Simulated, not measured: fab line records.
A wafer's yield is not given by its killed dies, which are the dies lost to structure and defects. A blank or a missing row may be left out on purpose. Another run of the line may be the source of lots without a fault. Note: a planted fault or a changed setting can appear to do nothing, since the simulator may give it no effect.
Matching of chambers ; flow nand_harc ; 4 sister chambers for NHARC_P_BONDPAD_ACTIVATE_29 on rie_diel-10
The step chemistry N2, time 60 s. 39 wafers are shown with their chamber, then 12 later ones without.

== WAFERS, EACH WITH ITS CHAMBER ==
wafer;chamber;showerhead_plenum_p_Torr (Torr);drypump_motor_current_A (A);oes_product_au (a.u.)
L074.1;1;1.78;5.6;0.994
L074.2;0;1.67;5.7;1.023
L074.6;1;1.78;5.6;0.997
L075.2;2;1.73;5.0;0.987
L075.4;0;1.67;5.7;1.019
L075.5;2;1.73;5.0;1.001
L077.2;0;1.67;5.7;1.020
L077.4;3;1.80;5.4;1.000
L077.6;1;1.78;5.6;1.003
L078.1;1;1.78;5.7;1.014
L078.2;3;1.80;5.4;0.996
L078.4;2;1.73;5.0;0.997
L079.1;0;1.67;5.7;1.026
L079.3;3;1.80;5.4;1.003
L079.6;1;1.78;5.7;0.998
L080.1;3;1.80;5.4;0.992
L080.5;3;1.80;5.4;1.000
L080.6;2;1.73;5.0;0.994
L081.2;3;1.80;5.4;0.995
L081.4;1;1.78;5.6;0.993
L081.5;1;1.78;5.6;0.994
L085.1;2;1.73;4.9;1.007
L085.5;1;1.78;5.6;0.997
L085.6;0;1.66;5.7;1.009
L086.1;2;1.73;5.0;1.001
L086.2;1;1.78;5.6;0.990
L086.4;0;1.66;5.7;1.019
L087.2;0;1.66;5.7;1.024
L087.3;3;1.80;5.4;0.998
L087.4;2;1.73;5.0;1.011
L088.1;2;1.73;5.0;1.009
L088.3;1;1.78;5.6;0.986
L088.4;1;1.78;5.7;0.979
L089.2;1;1.78;5.6;0.981
L089.4;3;1.80;5.4;0.991
L089.6;2;1.73;5.0;1.009
L091.1;1;1.78;5.6;0.998
L091.3;2;1.73;5.0;1.011
L091.5;2;1.73;5.0;1.019

SIGNATURES (averages over the wafers above)
reading;chamber 0;chamber 1;chamber 2;chamber 3;scatter within a chamber
showerhead_plenum_p_Torr;1.6657;1.7800;1.7300;1.8000;0.00221
drypump_motor_current_A;5.700;5.623;4.991;5.400;0.0303
oes_product_au;1.02000;0.99415;1.00418;0.99687;0.00783
Rule: a wafer lies at a distance from a chamber equal to the root of the sum of squares, over the readings, of (its reading less the chamber's mean, divided by the reading's scatter). If the next closest chamber is less than 2 further off than the closest, the wafer can't be placed; otherwise it belongs to the closest. The scatter is the square root of a quotient: the sum, over the shown wafers, of each reading's squared deviation from its chamber's mean, divided by wafers minus chambers.

== WAFERS WHOSE CHAMBER IS MISSING ==
wafer;showerhead_plenum_p_Torr (Torr);drypump_motor_current_A (A);oes_product_au (a.u.)
L094.1;1.66;5.7;1.005
L094.3;1.79;5.4;0.998
L094.5;1.66;5.7;1.005
L093.2;1.66;5.7;1.007
L093.3;1.79;5.4;0.997
L093.5;1.73;5.0;1.004
L095.1;1.79;5.4;0.988
L095.4;1.73;5.0;0.986
L095.6;1.78;5.7;0.986
L097.2;1.79;5.4;0.996
L097.4;1.66;5.7;1.015
L097.5;1.66;5.7;1.013

== THE CHAMBER EACH PASSED THROUGH ==
wafer;from the rows above;in truth
L094.1;0;0
L094.3;3;3
L094.5;0;0
L093.2;0;0
L093.3;3;3
L093.5;2;2
L095.1;3;3
L095.4;2;2
L095.6;1;1
L097.2;3;3
L097.4;0;0
L097.5;0;0
Correct placement for 12 of the 12. Left unplaced by these rows: 0. Placed wrongly: 0.
